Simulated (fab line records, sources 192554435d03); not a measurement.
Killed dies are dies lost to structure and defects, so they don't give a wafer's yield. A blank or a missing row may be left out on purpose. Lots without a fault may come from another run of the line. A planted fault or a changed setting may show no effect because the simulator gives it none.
Chamber matching | flow n5_finfet | N5_GATE_CUT_SAC_CAP_01 on ald_sin-01: 3 sister chambers
The step material SiNx, target thk 24 nm, pulse time 1 s, ald cycles 480. 6 wafers are shown with their chamber, then 4 later ones without.

WAFERS WITH THEIR CHAMBER
wafer  | chamber | heater_power_w (W) | precursor_pulse_height_rel
L084.5 | 2       | 947                | 1.031
L085.4 | 1       | 900                | 1.001
L085.5 | 0       | 1021               | 0.976
L085.6 | 1       | 893                | 1.027
L091.3 | 2       | 958                | 1.025
L091.4 | 0       | 990                | 1.014

WAFERS WITHOUT THEIR CHAMBER
wafer  | heater_power_w (W) | precursor_pulse_height_rel
L091.6 | 961                | 1.003
L094.1 | 885                | 1.025
L094.2 | 967                | 1.016
L096.2 | 882                | 0.984

WHICH CHAMBER EACH WENT THROUGH
wafer  | from the rows above     | in truth
L091.6 | can't be placed: 2 or 0 | 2
L094.1 | 1                       | 1
L094.2 | can't be placed: 2 or 0 | 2
L096.2 | 1                       | 1
Placed correctly: 2 of 4. Can't be placed from these rows: 2 (the true chamber is among the candidates in 2). Placed wrongly: 0.
How it was worked out, from the rows above alone: a wafer's distance from a chamber is the root of the sum, over the readings, of the square of ((its reading less the chamber's mean) divided by the reading's scatter). The wafer belongs to the nearest chamber; if the next one is less than 2 further off, it can't be placed. A chamber's mean is the mean of its shown wafers. The scatter: the root of (the sum of the squares of (reading less its chamber's mean) over the shown wafers, divided by (wafers less chambers)).
